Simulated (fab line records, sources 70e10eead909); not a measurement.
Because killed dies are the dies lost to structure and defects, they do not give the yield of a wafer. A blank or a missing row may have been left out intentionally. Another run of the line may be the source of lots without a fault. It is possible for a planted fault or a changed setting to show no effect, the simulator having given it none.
The tool behind it: which one? :: flow nand harc :: 14 lots, 42 wafers sampled, at 5 steps of a route of 1302

WHAT EACH GAUGE READ, for each wafer
NHARC_A_ONON_D2_THK_MEAS_18: measures by ellipsometry. Usual: thk nm at 1002 nm, with a standard deviation of 11.
lot: L830
measured: day 13 05:34
on: film metro-01
thk nm (nm): 1004 1004 1003
flag: 

lot: L832
measured: day 14 02:59
on: film metro-01
thk nm (nm): 1005 1004 1005
flag: 

lot: L833
measured: day 14 16:12
on: film metro-01
thk nm (nm): 978 979 977
flag: 

lot: L834
measured: day 14 16:13
on: film metro-02
thk nm (nm): 1014 1016 1016
flag: 

lot: L835
measured: day 15 23:42
on: film metro-01
thk nm (nm): 1005 1006 1003
flag: 

lot: L836
measured: day 16 05:38
on: film metro-02
thk nm (nm): 1001 1000 1000
flag: 

lot: L843
measured: day 19 03:15
on: film metro-02
thk nm (nm): 988 988 990
flag: 

lot: L842
measured: day 19 03:16
on: film metro-01
thk nm (nm): 1008 1008 1010
flag: 

lot: L844
measured: day 19 14:50
on: film metro-01
thk nm (nm): 994 994 993
flag: 

lot: L847
measured: day 20 03:49
on: film metro-01
thk nm (nm): 1007 1007 1007
flag: 

lot: L849
measured: day 21 06:08
on: film metro-02
thk nm (nm): 996 997 997
flag: 

lot: L850
measured: day 21 06:08
on: film metro-01
thk nm (nm): 991 990 991
flag: 

lot: L851
measured: day 22 01:40
on: film metro-02
thk nm (nm): 997 997 998
flag: 

lot: L852
measured: day 22 14:42
on: film metro-02
thk nm (nm): 1011 1011 1010
flag: 

NHARC_A_ONON_D2_INSPECT_32. Usual: raw defect count at 443, with a standard deviation of 170.
lot: L830
measured: day 13 08:23
on: defect inspect-02
raw defect count: 566 531 462
flag: 

lot: L832
measured: day 14 05:48
on: defect inspect-02
raw defect count: 398 323 304
flag: 

lot: L833
measured: day 14 19:05
on: defect inspect-01
raw defect count: 344 899 461
flag: 

lot: L834
measured: day 14 19:11
on: defect inspect-02
raw defect count: 380 482 447
flag: 

lot: L835
measured: day 16 02:31
on: defect inspect-01
raw defect count: 267 250 428
flag: 

lot: L836
measured: day 16 08:29
on: defect inspect-01
raw defect count: 297 489 482
flag: 

lot: L843
measured: day 19 06:03
on: defect inspect-01
raw defect count: 720 664 372
flag: 

lot: L842
measured: day 19 06:05
on: defect inspect-02
raw defect count: 789 342 408
flag: 

lot: L844
measured: day 19 17:38
on: defect inspect-01
raw defect count: 594 509 779
flag: 

lot: L847
measured: day 20 06:38
on: defect inspect-02
raw defect count: 398 378 344
flag: 

lot: L849
measured: day 21 08:56
on: defect inspect-02
raw defect count: 787 306 752
flag: 

lot: L850
measured: day 21 08:56
on: defect inspect-01
raw defect count: 462 428 1200
flag: 

lot: L851
measured: day 22 04:35
on: defect inspect-02
raw defect count: 391 349 315
flag: 

lot: L852
measured: day 22 17:40
on: defect inspect-01
raw defect count: 557 442 297
flag: 

NHARC_A_CHANNEL_HOLE_D2_CD_MEAS_10 targets a cd of 100 nm. Usual: cd nm at 100.4 nm, with a standard deviation of 0.54.
lot: L830
measured: day 13 15:22
on: cd sem-03
cd nm (nm): 100.6 100.7 100.2
flag: 

lot: L832
measured: day 14 08:26
on: cd sem-01
cd nm (nm): 99.4 100.2 100.3
flag: 

lot: L833
measured: day 15 02:05
on: cd sem-02
cd nm (nm): 100.7 99.8 100.3
flag: 

lot: L834
measured: day 15 02:14
on: cd sem-01
cd nm (nm): 100.7 100.5 100.7
flag: 

lot: L835
measured: day 16 05:25
on: cd sem-03
cd nm (nm): 100.1 99.9 99.7
flag: 

lot: L836
measured: day 16 19:28
on: cd sem-03
cd nm (nm): 99.9 100.5 99.5
flag: 

lot: L843
measured: day 19 09:31
on: cd sem-03
cd nm (nm): 100.3 100.8 102.5
flag: 

lot: L842
measured: day 19 10:07
on: cd sem-01
cd nm (nm): 100.7 100.5 102.6
flag: 

lot: L844
measured: day 19 20:48
on: cd sem-02
cd nm (nm): 99.9 99.7 99.9
flag: 

lot: L847
measured: day 20 09:13
on: cd sem-02
cd nm (nm): 101.2 100.8 100.8
flag: 

lot: L849
measured: day 21 15:59
on: cd sem-03
cd nm (nm): 101.2 100.8 101.0
flag: 

lot: L850
measured: day 21 17:28
on: cd sem-01
cd nm (nm): 100.4 101.1 100.8
flag: 

lot: L851
measured: day 22 07:16
on: cd sem-01
cd nm (nm): 100.3 100.7 100.4
flag: 

lot: L852
measured: day 22 20:46
on: cd sem-02
cd nm (nm): 100.3 100.7 100.6
flag: 

NHARC_A_CHANNEL_HOLE_D2_OVL_MEAS_11. Usual: overlay x nm 0.1 nm, standard deviation 0.76; overlay y nm -0.2 nm, standard deviation 0.68.
lot: L830
measured: day 13 15:27
on: overlay-01
overlay x nm (nm): 0.7 0.8 0.9
overlay y nm (nm): -0.6 -0.3 -0.6
flag: 

lot: L832
measured: day 14 08:31
on: overlay-01
overlay x nm (nm): 0.8 0.3 0.4
overlay y nm (nm): 1.0 0.9 0.9
flag: 

lot: L833
measured: day 15 02:10
on: overlay-01
overlay x nm (nm): 0.0 -0.1 0.4
overlay y nm (nm): -0.8 -0.5 -0.1
flag: 

lot: L834
measured: day 15 02:20
on: overlay-01
overlay x nm (nm): 0.2 0.2 0.0
overlay y nm (nm): 0.2 -0.2 0.0
flag: 

lot: L835
measured: day 16 05:31
on: overlay-01
overlay x nm (nm): -0.4 -0.6 -0.5
overlay y nm (nm): 1.3 1.3 1.2
flag: 

lot: L836
measured: day 16 19:33
on: overlay-01
overlay x nm (nm): -1.4 -0.5 -0.9
overlay y nm (nm): -0.8 -0.5 0.0
flag: 

lot: L843
measured: day 19 09:36
on: overlay-02
overlay x nm (nm): -0.2 -0.5 -0.2
overlay y nm (nm): 0.1 -0.4 -0.4
flag: 

lot: L842
measured: day 19 10:12
on: overlay-01
overlay x nm (nm): 0.2 0.6 0.7
overlay y nm (nm): -0.5 -0.9 -0.9
flag: 

lot: L844
measured: day 19 20:53
on: overlay-02
overlay x nm (nm): -0.6 -0.6 -0.4
overlay y nm (nm): 0.0 0.6 -0.1
flag: 

lot: L847
measured: day 20 09:18
on: overlay-01
overlay x nm (nm): -0.7 -0.3 -0.4
overlay y nm (nm): 0.6 0.7 0.4
flag: 

lot: L849
measured: day 21 16:05
on: overlay-01
overlay x nm (nm): -0.3 0.5 0.0
overlay y nm (nm): 0.2 0.5 0.1
flag: 

lot: L850
measured: day 21 17:34
on: overlay-01
overlay x nm (nm): 1.0 1.2 1.1
overlay y nm (nm): 0.9 0.3 0.4
flag: 

lot: L851
measured: day 22 07:21
on: overlay-01
overlay x nm (nm): -0.1 1.0 0.6
overlay y nm (nm): -0.7 -1.5 -0.7
flag: 

lot: L852
measured: day 22 20:52
on: overlay-01
overlay x nm (nm): 1.1 0.9 1.1
overlay y nm (nm): -0.1 -0.5 -0.4
flag: 

WHICH TOOL RAN EACH LOT (tool, then ch and the chambers of the sampled wafers, then the start)
lot: L830
NHARC_A_CHANNEL_HOLE_D2_PEB_08: litho track-04 ch 0, day 13 15:17

lot: L832
NHARC_A_CHANNEL_HOLE_D2_PEB_08: litho track-06 ch 0, day 14 08:22

lot: L833
NHARC_A_CHANNEL_HOLE_D2_PEB_08: litho track-06 ch 0, day 15 02:00

lot: L834
NHARC_A_CHANNEL_HOLE_D2_PEB_08: litho track-01 ch 0, day 15 02:10

lot: L835
NHARC_A_CHANNEL_HOLE_D2_PEB_08: litho track-04 ch 0, day 16 05:20

lot: L836
NHARC_A_CHANNEL_HOLE_D2_PEB_08: litho track-06 ch 0, day 16 19:23

lot: L843
NHARC_A_CHANNEL_HOLE_D2_PEB_08: litho track-04 ch 0, day 19 09:26

lot: L842
NHARC_A_CHANNEL_HOLE_D2_PEB_08: litho track-04 ch 0, day 19 10:02

lot: L844
NHARC_A_CHANNEL_HOLE_D2_PEB_08: litho track-06 ch 0, day 19 20:43

lot: L847
NHARC_A_CHANNEL_HOLE_D2_PEB_08: litho track-01 ch 0, day 20 09:08

lot: L849
NHARC_A_CHANNEL_HOLE_D2_PEB_08: litho track-01 ch 0, day 21 15:55

lot: L850
NHARC_A_CHANNEL_HOLE_D2_PEB_08: litho track-01 ch 0, day 21 17:23

lot: L851
NHARC_A_CHANNEL_HOLE_D2_PEB_08: litho track-06 ch 0, day 22 07:11

lot: L852
NHARC_A_CHANNEL_HOLE_D2_PEB_08: litho track-01 ch 0, day 22 20:41
- NHARC_A_CHANNEL_HOLE_D2_PEB_08: peb time 65 s.

WHAT THE TOOLS THEMSELVES READ (means of the sampled wafers that have a number; where no wafer has one, the mark that the record gives instead)
NHARC_A_CHANNEL_HOLE_D2_PEB_08. Usual: resist line temp C at 23.00 C, with a standard deviation of 0.11.
lot: L830
tool: litho track-04
resist line temp C (C): 22.96
flag: 

lot: L832
tool: litho track-06
resist line temp C (C): 22.94
flag: 

lot: L833
tool: litho track-06
resist line temp C (C): 23.04
flag: 

lot: L834
tool: litho track-01
resist line temp C (C): 23.00
flag: 

lot: L835
tool: litho track-04
resist line temp C (C): 22.98
flag: 

lot: L836
tool: litho track-06
resist line temp C (C): 23.05
flag: 

lot: L843
tool: litho track-04
resist line temp C (C): 23.13
flag: 

lot: L842
tool: litho track-04
resist line temp C (C): 22.81
flag: 

lot: L844
tool: litho track-06
resist line temp C (C): 23.08
flag: 

lot: L847
tool: litho track-01
resist line temp C (C): 22.79
flag: 

lot: L849
tool: litho track-01
resist line temp C (C): 23.09
flag: 

lot: L850
tool: litho track-01
resist line temp C (C): 22.93
flag: 

lot: L851
tool: litho track-06
resist line temp C (C): 23.05
flag: 

lot: L852
tool: litho track-01
resist line temp C (C): 23.10
flag: 

THE ANSWER, worked out from the rows above alone
Rule: a lot is off if the mean of its wafers that have a number lies more than 3 standard deviations from the usual mean. A lot without any number at a reading at which 4 lots or more have one is off too. Where the step has rows for the other lots, those lots are counted as sound. Order of review: gauges by route order, followed by the tools' own readings, for which a lot's mean as printed above is used. The first step at which some lot is off is used, and at that step the reading that is off furthest; a lot without a number counts as furthest.
Nothing can be told from this: no lot is off at any reading shown.

WHAT HAD BEEN PUT IN BY THE SIMULATOR
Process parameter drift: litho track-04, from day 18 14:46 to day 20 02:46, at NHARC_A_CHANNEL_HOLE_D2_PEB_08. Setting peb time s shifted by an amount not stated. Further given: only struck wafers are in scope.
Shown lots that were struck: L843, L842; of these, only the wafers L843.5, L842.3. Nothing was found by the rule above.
